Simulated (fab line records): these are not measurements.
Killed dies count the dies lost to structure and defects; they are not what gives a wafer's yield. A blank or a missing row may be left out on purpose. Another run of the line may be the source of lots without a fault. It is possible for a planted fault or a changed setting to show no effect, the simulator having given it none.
fab line records    flow nand_harc
record lots=6  wafers=18  last_day=33
route steps=1302 shown A_CHANNEL_FILL_D2@613 END@1302
lots with no fault: from the same line, run without faults
start_h: hours from the record's first day to the start of the lot's first wafer shown    wait_h: hours elapsed since this lot's preceding step    " the same as in the row above    L1.1+2: several wafers, shown together as one row    - no value present, or no start provided    * or withheld: withheld    < > ~ a bound
route shown NAME@n: a module of which the file shows steps, and the number in the route of the first    usual: mean/standard deviation of fault-free wafers    same: alike in all rows    chamber/n: place in a boat    sites: per-site readings    _std_site: how widely they spread, as a standard deviation    _edge_site: inner sites' mean taken away from outer sites' mean    radius_mm: how far each site lies from the wafer's centre    mask NAME#n: copy n    behind: the most recent tool/chamber to have shaped the wafer    hold: the reason the lot was held/the length of the hold in hours/how it ended    device: which transistor (n, p or np) failed to switch    end of line: tests run on the same wafers once the route is complete    a step with no rows: only its recipe    killed: dies that structure and defects cost at the first sort, which is not the same as the wafer's yield    map: per-die view of a wafer (x killed, . not killed, _ where there is no die)
set.NAME: the setting the step ran with; set.NAME@STEP: the setting that earlier step ran with    model.NAME: the simulator's own value behind a step, which no gauge read
a table for each step, a row for each wafer; lots at some steps of the route
services: when a tool's chamber went out of use (start_h, in hours from the record's first day, below 0 if earlier), for how many hours, and the reason
## steps
# step NHARC_A_CHANNEL_FILL_D2_ALD_03
# recipe target_thk_a=60  pulse_time_s=60  ald_cycles=58  temp_c=630  pressure_torr=2  material=SiNx
# usual precursor_pulse_height_rel=1.000/0.022
lot.wafer  tool              chamber  start_h  wait_h  precursor_pulse_height_rel
L909.1     ald_sin_batch-02  0        -        -       1.026
L909.4     "                 0        "        "       1.052
L909.6     "                 0        "        "       0.975
L912.1     ald_sin_batch-03  0        -        -       1.005
L912.3     "                 0        "        "       1.024
L912.4     "                 0        "        "       1.026
L915.1     ald_sin_batch-02  0        -        -       0.983
L915.4     "                 0        "        "       0.990
L915.6     "                 0        "        "       0.984
L917.3     ald_sin_batch-01  0        -        -       1.006
L917.4     "                 0        "        "       0.986
L917.5     "                 0        "        "       1.002
L924.1     ald_sin_batch-03  0        -        -       1.031
L924.2     "                 0        "        "       1.027
L924.5     "                 0        "        "       1.001
L929.1     ald_sin_batch-02  0        -        -       0.993
L929.3     "                 0        "        "       0.997
L929.6     "                 0        "        "       0.973
# step NHARC_A_CHANNEL_FILL_D2_ALD_14
# recipe target_thk_a=25  pulse_time_s=10  ald_cycles=25  temp_c=300  material=SiO2
# step NHARC_A_CHANNEL_FILL_D2_ALD_15
# recipe target_thk_a=20  pulse_time_s=60  ald_cycles=19  temp_c=630  pressure_torr=2  material=SiNx
# usual precursor_pulse_height_rel=1.002/0.019
lot.wafer  tool              chamber  start_h  wait_h  precursor_pulse_height_rel
L909.1     ald_sin_batch-01  0        -        -       0.987
L909.4     "                 0        "        "       0.977
L909.6     "                 0        "        "       1.018
L912.1     ald_sin_batch-01  0        -        -       0.989
L912.3     "                 0        "        "       0.999
L912.4     "                 0        "        "       1.025
L915.1     ald_sin_batch-02  0        382.87   3.2     0.985
L915.4     "                 0        "        "       0.998
L915.6     "                 0        "        "       0.977
L917.3     ald_sin_batch-02  0        -        -       0.967
L917.4     "                 0        "        "       1.023
L917.5     "                 0        "        "       0.994
L924.1     ald_sin_batch-01  0        -        -       0.988
L924.2     "                 0        "        "       1.023
L924.5     "                 0        "        "       1.018
L929.1     ald_sin_batch-02  0        -        -       1.028
L929.3     "                 0        "        "       1.021
L929.6     "                 0        "        "       1.018
# step NHARC_A_CHANNEL_FILL_D2_ALD_16
# recipe target_thk_a=15  pulse_time_s=10  ald_cycles=15  temp_c=300  material=SiO2
# usual heater_power_w=445/52  precursor_pulse_height_rel=1.001/0.02
lot.wafer  tool       chamber  start_h  wait_h  heater_power_w  precursor_pulse_height_rel
L909.1     ald_hk-01  2        328.03   0.2     481             1.008
L909.4     "          3        "        "       461             1.008
L909.6     "          2        "        "       468             1.014
L912.1     ald_hk-01  3        360.16   0.0     460             1.031
L912.3     "          0        "        "       495             0.992
L912.4     "          2        "        "       487             1.011
L915.1     ald_hk-03  3        387.78   2.9     456             1.013
L915.4     "          0        "        "       443             0.985
L915.6     "          2        "        "       476             0.998
L917.3     ald_hk-04  2        409.98   0.1     406             0.984
L917.4     "          3        "        "       493             0.995
L917.5     "          0        "        "       404             1.011
L924.2     ald_hk-03  2        469.91   0.0     453             0.995
L924.1     "          1        "        "       429             0.953
L924.5     "          3        "        "       471             0.992
L929.1     ald_hk-01  2        529.74   0.1     492             1.013
L929.3     "          0        "        "       486             0.990
L929.6     "          2        "        "       488             1.013
# step NHARC_A_CHANNEL_FILL_D2_ANNEAL_17
# recipe temp_c=850  time_s=1800
# step NHARC_A_CHANNEL_FILL_D2_CVD_18
# recipe target_thk_a=30  temp_c=550  material=poly-Si
# step NHARC_A_CHANNEL_FILL_D2_ETCHBACK_19
# recipe target_depth_a=50  time_s=1.7  hbr_flow_sccm=150  cl2_flow_sccm=50  rf_w=400  icp_w=400  bias_w=100  chemistry=HBr/Cl2
# usual drypump_motor_current_A=5.7/0.47  oes_product_au=1.000/0.0071  throttle_valve_pct=26.405/0.0092
lot.wafer  tool       chamber  start_h  wait_h  drypump_motor_current_A  oes_product_au  rf_hours_counter_h  throttle_valve_pct
L909.1     rie_si-05  0        339.90   0.4     5.5                      1.000           0.1                 26.425
L909.4     "          3        "        "       5.5                      0.995           0.1                 26.393
L909.6     "          0        "        "       5.5                      0.999           -                   26.414
L912.1     rie_si-04  3        371.99   0.4     5.9                      1.006           0.1                 26.415
L912.3     "          0        "        "       5.9                      1.003           0.1                 26.395
L912.4     "          1        "        "       5.8                      1.001           0.2                 26.399
L915.4     rie_si-04  0        401.86   0.4     5.9                      0.995           0.3                 26.399
L915.1     "          1        "        "       5.8                      1.004           0.4                 26.399
L915.6     "          3        "        "       5.9                      1.004           -                   26.403
L917.3     rie_si-05  0        421.35   0.4     5.5                      0.996           0.6                 26.409
L917.4     "          3        "        "       5.4                      1.007           -                   26.393
L917.5     "          1        "        "       5.2                      0.992           -                   26.420
L924.1     rie_si-01  2        481.47   0.4     6.6                      1.002           0.4                 26.415
L924.2     "          3        "        "       6.4                      0.995           0.4                 26.401
L924.5     "          3        "        "       6.4                      0.990           -                   26.411
L929.1     rie_si-04  1        541.68   0.4     5.8                      1.014           0.1                 26.417
L929.3     "          2        "        "       6.4                      1.010           0.1                 26.401
L929.6     "          2        "        "       6.4                      1.006           -                   26.389
# step NHARC_A_CHANNEL_FILL_D2_ETCHBACK_20
# recipe target_depth_a=270  time_s=13.5  c4f8_flow_sccm=withheld  o2_flow_sccm=8  ar_flow_sccm=withheld  rf_w=600  bias_w=1500  chemistry=C4F8/O2/Ar
# usual oes_product_au=0.986/0.024  rf_vpp_V=982/5
lot.wafer  tool         chamber  start_h  wait_h  oes_product_au  rf_hours_counter_h  rf_vpp_V
L909.1     rie_diel-11  2        340.04   -       0.898           2                   987
L909.4     "            3        "        "       0.916           2                   979
L909.6     "            1        "        "       0.913           -                   970
L912.4     rie_diel-11  3        372.12   -       0.970           2                   981
L912.3     "            0        "        "       0.971           2                   980
L912.1     "            1        "        "       0.970           2                   969
L915.1     rie_diel-10  0        401.97   -       1.006           4                   984
L915.4     "            1        "        "       1.006           4                   984
L915.6     "            3        "        "       1.006           -                   981
L917.4     rie_diel-11  2        421.50   -       0.990           4                   988
L917.3     "            0        "        "       0.984           4                   979
L917.5     "            2        "        "       0.980           -                   988
L924.2     rie_diel-10  0        481.59   -       1.000           1                   984
L924.1     "            1        "        "       0.997           1                   984
L924.5     "            0        "        "       1.000           -                   985
L929.3     rie_diel-11  2        541.82   -       0.986           3                   988
L929.1     "            3        "        "       0.998           2                   980
L929.6     "            1        "        "       0.984           -                   970
# step NHARC_A_CHANNEL_FILL_D2_STRIP_28
# recipe time_s=20  o2_flow_sccm=500  ar_flow_sccm=0  bias_w=0  chemistry=O2
# step NHARC_A_CHANNEL_FILL_D2_PRECLEAN_21
# recipe time_s=30  chemistry=dHF
# step NHARC_A_CHANNEL_FILL_D2_SRD_23
# step NHARC_A_CHANNEL_FILL_D2_CVD_05
# recipe target_thk_a=50  temp_c=550  material=poly-Si
# step NHARC_A_CHANNEL_FILL_D2_ANNEAL_22
# recipe temp_c=620  time_s=7200
# usual spike_tc_bottom_C=640.3/1.5  spike_tc_centre_C=620.7/0.98  spike_tc_lower_C=620.4/1.2  spike_tc_top_C=639.4/1.8  spike_tc_upper_C=619.4/1.2  tube_center_temp_C=620.01/0.054  tube_center_temp_C_max=621.62/0.28  zone_power_bottom_pct=11.85/0.24  zone_power_lower_pct=8.3/1.3
lot.wafer  tool        chamber  start_h  wait_h  spike_tc_bottom_C  spike_tc_centre_C  spike_tc_lower_C  spike_tc_top_C  spike_tc_upper_C  tube_center_temp_C  tube_center_temp_C_max  zone_power_bottom_pct  zone_power_lower_pct
L909.1     furnace-04  0        347.62   3.1     641.9              622.5              621.9             639.4           619.3             619.94              622.03                  11.94                  8.0
L909.4     "           0        "        "       640.0              621.1              620.4             639.7           619.9             619.99              621.33                  11.72                  8.1
L909.6     "           0        "        "       640.0              621.9              620.3             638.8           618.5             619.9               621.19                  11.96                  8.1
L912.1     furnace-06  0        380.02   3.5     641.7              620.6              620.3             642.5           619.5             620.02              621.64                  11.67                  10.7
L912.3     "           0        "        "       640.2              619.3              619.8             642.5           618.5             619.93              621.34                  11.72                  10.7
L912.4     "           0        "        "       642.3              621.3              617.7             641.2           619.0             619.99              621.43                  11.40                  10.9
L915.1     furnace-06  0        409.91   3.5     677.0              654.5              655.4             675.5           651.6             654.36              656.21                  12.91                  11.8
L915.4     "           0        "        "       676.0              654.2              654.1             674.4           653.5             654.45              656.04                  13.03                  11.8
L915.6     "           0        "        "       676.3              654.9              654.5             675.6           654.4             654.52              656.05                  12.82                  11.9
L917.3     furnace-06  0        429.43   3.5     677.1              655.3              655.6             677.5           653.9             654.49              656.39                  12.70                  11.8
L917.4     "           0        "        "       677.2              656.8              655.7             676.1           653.4             654.41              656.10                  12.65                  11.6
L917.5     "           0        "        "       677.4              654.7              653.5             676.7           654.2             654.44              656.34                  12.71                  11.9
L924.1     furnace-07  0        491.12   5.0     639.1              621.3              618.5             636.8           617.6             619.98              621.97                  12.43                  7.4
L924.2     "           0        "        "       640.8              619.6              621.5             639.7           619.6             619.92              621.94                  12.23                  7.3
L924.5     "           0        "        "       640.2              620.2              618.6             636.9           619.9             620.02              621.46                  12.06                  7.2
L929.1     furnace-04  0        549.15   2.9     640.8              620.2              621.6             639.5           621.3             620.07              621.77                  11.51                  8.1
L929.3     "           0        "        "       640.1              622.2              623.6             637.7           622.0             620.03              621.56                  11.79                  7.8
L929.6     "           0        "        "       637.7              620.6              620.8             640.0           621.0             620.03              621.55                  11.74                  8.2
# step NHARC_END_SORT_01
# recipe temp_c=25
# usual killed_at_array=61/22  killed_at_other=0.8/1  killed_at_periphery=3.8/2.3  killed_dies=66/22  killed_open=3.2/1.9  killed_short=2.8/1.8
# same gross_dies=677
lot.wafer  tool       chamber  start_h  wait_h  killed_at_array  killed_at_other  killed_at_periphery  killed_dies  killed_open  killed_short
L917.3     prober-02  0        651.84   3.1     52               0                5                    57           3            3
L917.4     prober-02  0        652.64   3.4     42               0                3                    45           3            4
L917.5     prober-02  0        653.44   3.7     53               1                8                    62           2            2
L929.1     prober-02  0        776.30   2.5     57               0                6                    63           4            3
L929.3     prober-02  0        777.91   3.1     55               0                5                    60           2            1
L929.6     prober-02  0        780.33   4.0     68               1                1                    70           2            2
# killed by level:class
L917.3 A_SLIT:chamber_film_flake=27 A_CHANNEL_HOLE_D2:chamber_film_flake=9 A_CHANNEL_HOLE_D1:chamber_film_flake=4 A_CHANNEL_FILL_D1:geometric_particle:short=2 A_CONTACT:geometric_particle:open=2 P_GATE:chamber_film_flake=2 P_BONDPAD:chamber_film_flake=2 A_STAIRCASE:chamber_film_flake=2
L917.4 A_SLIT:chamber_film_flake=20 A_CHANNEL_HOLE_D2:chamber_film_flake=11 A_CHANNEL_FILL_D1:geometric_particle:open=2 P_GATE:chamber_film_flake=2 A_CONTACT:chamber_film_flake=2 P_GATE:geometric_particle:short=1 A_ONON_D1:geometric_particle:short=1 A_ONON_D2:geometric_particle:short=1
L917.5 A_SLIT:chamber_film_flake=27 A_CHANNEL_HOLE_D2:chamber_film_flake=8 A_CONTACT:chamber_film_flake=8 P_BONDPAD:chamber_film_flake=4 P_GATE:chamber_film_flake=3 A_CHANNEL_HOLE_D1:chamber_film_flake=3 A_BONDPAD:chamber_film_flake=2 A_M1:geometric_particle:open=1
L929.1 A_SLIT:chamber_film_flake=19 A_CHANNEL_HOLE_D1:chamber_film_flake=15 A_CONTACT:chamber_film_flake=9 A_CHANNEL_HOLE_D2:chamber_film_flake=3 A_CHANNEL_FILL_D2:chamber_film_flake=3 P_GATE:chamber_film_flake=2 P_M1:chamber_film_flake=2 A_DECK1_JOINT:chamber_film_flake=2
L929.3 A_SLIT:chamber_film_flake=22 A_CHANNEL_HOLE_D1:chamber_film_flake=16 A_CONTACT:chamber_film_flake=13 P_GATE:chamber_film_flake=2 P_STI:geometric_particle:short=1 P_GATE:geometric_particle:open=1 A_SOURCE_PLATE:geometric_particle:open=1 P_STI:chamber_film_flake=1
L929.6 A_SLIT:chamber_film_flake=31 A_CHANNEL_HOLE_D1:chamber_film_flake=16 A_CONTACT:chamber_film_flake=8 A_STAIRCASE:chamber_film_flake=3 A_CHANNEL_FILL_D1:chamber_film_flake=2 A_DECK1_JOINT:chamber_film_flake=2 A_CHANNEL_FILL_D2:chamber_film_flake=2 P_GATE:geometric_particle:open=1
## services
tool              chamber  start_h  hours  kind
ald_hk-01         -        296.89   10.0   pm
rie_si-05         -        305.00   9.0    pm
ald_hk-03         -        321.30   1.1    repair
rie_diel-10       1        331.43   20.5   repair
rie_si-04         -        342.00   9.0    pm
rie_si-05         0        366.47   8.5    repair
rie_diel-11       1        380.61   3.4    repair
rie_si-05         1        391.54   1.8    repair
ald_hk-03         -        394.73   10.0   pm
rie_diel-11       0        405.08   3.4    repair
rie_si-05         0        409.69   4.1    repair
rie_diel-11       -        432.50   9.0    pm
ald_sin_batch-01  -        435.02   16.2   repair
rie_diel-11       1        468.44   6.2    repair
ald_hk-01         -        474.89   10.0   pm
rie_si-04         2        477.23   6.9    repair
rie_diel-11       -        478.37   2.4    repair
ald_hk-01         -        492.65   1.1    repair
ald_sin_batch-01  -        506.38   26.0   pm
rie_diel-11       3        507.15   2.9    repair
furnace-06        -        508.25   11.0   repair
rie_si-04         2        517.44   2.7    repair
rie_si-04         -        519.00   9.0    pm
rie_si-04         0        537.50   4.7    repair
## key
first_sign step=NHARC_A_CHANNEL_FILL_D2_ANNEAL_22  reading=tube_center_temp_C  direction=up  sigmas=99+  usual=*  struck=*
effect step=NHARC_A_CHANNEL_FILL_D2_ANNEAL_22  reading=tube_center_temp_C_max  direction=up  sigmas=99+  usual=*  struck=*
met_at NHARC_A_CHANNEL_FILL_D2_ANNEAL_22
struck_wafers L915.1,L915.4,L915.6,L917.3,L917.4,L917.5
tester_left_out L915,L917
onset_between 380.02 409.91
fault kind=process_parameter_drift  tool=furnace-06  chamber=-  onset_h=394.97  steps=NHARC_A_CHANNEL_FILL_D2_ANNEAL_22  channel=temp_c  offset=*  shape=step  end_h=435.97  acts_in=*  stated=*
# tester_left_out: of these lots the tester's yield and bins aren't shown, on N5 and GAA mostly nor the transistor test; their killed dies are dies lost to structure and defects alone, not to doping, threshold or leakage, so they don't give the yield
